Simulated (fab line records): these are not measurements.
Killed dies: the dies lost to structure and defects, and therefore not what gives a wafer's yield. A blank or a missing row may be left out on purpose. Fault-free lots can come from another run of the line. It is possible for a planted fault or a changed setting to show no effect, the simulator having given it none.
Problem report in the 8D (eight disciplines) form, filled by code | flow nand harc | the parts of the form that need people (team, actions taken, sign-off) are left out

== 1. WHAT IS WRONG ==
Mean of raw defect count at NHARC_A_SIN_REMOVE_INSPECT_04: 1086 across 2 wafers in 2 lots; on wafers with no fault it is 307 (standard deviation 85). That is +9.2 standard deviations from the usual mean.
First observed at day 16 22:50: wafer L984.2, on defect inspect-02. At this step, 36 wafers from 12 lots have a number in the record. Rule for "out", or "out of limits": more than 4 standard deviations from the usual mean. The rest of the wafers with a number are treated as sound.

== 2. WHAT IT IS; WHAT IT IS NOT ==
question                    | is                | is not
which readings at this step | raw defect count  | -
which lots                  | L984, L991        | L100, L101, L978, L981, L982, L992, L993, L994, L996, L999
which wafers of those lots  | L984.2, L991.1    | L984.4, L984.5, L991.3, L991.5
read on which gauges        | defect inspect-02 | defect inspect-01
when                        | from day 16 22:50 | up to then (11 sound wafers); but 23 sound wafers of L100, L101, L991, L992, L993, L994, L996, L999 came after

== 3. WHAT RULES OUT EACH SUSPECT ==
Counting: if a tool at a process step up to the reading ran every lot that is out, it stays a suspect. Sound lots after the first of them don't rule it out here, since some wafers of a struck lot are sound.
- the gauge at NHARC_A_SIN_REMOVE_INSPECT_04 is ruled out. All the wafers that are out were read on defect inspect-02, but those of them that NHARC_END_SORT_01 has rows for are out there too, on other tools.
- rie diel-08 at NHARC_A_SLIT_STRIP_28 (strips in O2/COS): kept. Ran every lot that is out, first one L984 (day 16 15:38); last sound lot up to then L981 (day 14 12:40).
- rie diel-08 at NHARC_A_SLIT_ETCH_29 (etches the open film in CF4/O2, target depth 100 nm, overetch 10 nm, time 55 s): kept. Ran every lot that is out, first one L984 (day 16 15:44); last sound lot up to then L981 (day 14 12:46).
What counting leaves: rie diel-08 at NHARC_A_SLIT_STRIP_28 and rie diel-08 at NHARC_A_SLIT_ETCH_29.

== 4. THE CAUSE (what the simulator had put in) ==
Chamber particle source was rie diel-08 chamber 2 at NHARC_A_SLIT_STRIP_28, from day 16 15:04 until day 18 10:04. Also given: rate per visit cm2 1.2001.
2 suspects survive the count, and this tool is in that group.

== 5. SEQUENCE OF EFFECTS, ordered by route ==
Rows list readings where the struck wafers' mean (over those with a number) sits beyond 3 standard deviations from the usual. Only readings whose record carries a usual standard deviation are examined. hours: median over the lots of the time between each lot's start at the first step of this table that gives one and its start at this step. sigmas: the change, counted in usual standard deviations.
hours | step                          | reading          | usual | on struck wafers | change | sigmas
0     | NHARC_A_SIN_REMOVE_INSPECT_04 | raw defect count | 307   | 1086             | +778   | +9.2
118   | NHARC_END_SORT_01             | killed at array  | 28    | 86               | +58    | +6.5
118   | NHARC_END_SORT_01             | killed dies      | 32    | 88               | +56    | +6.0

== 6. HOW IT WOULD HAVE BEEN CAUGHT EARLIER ==
In this record the first reading out of limits at a measuring or inspecting step was taken at day 16 22:50, 8 hours after the fault began at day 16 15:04.
L991, from the lots that are out (2), started NHARC_A_SLIT_STRIP_28 on rie diel-08 later than day 16 22:50. A hold on the tool at that time would have spared it.
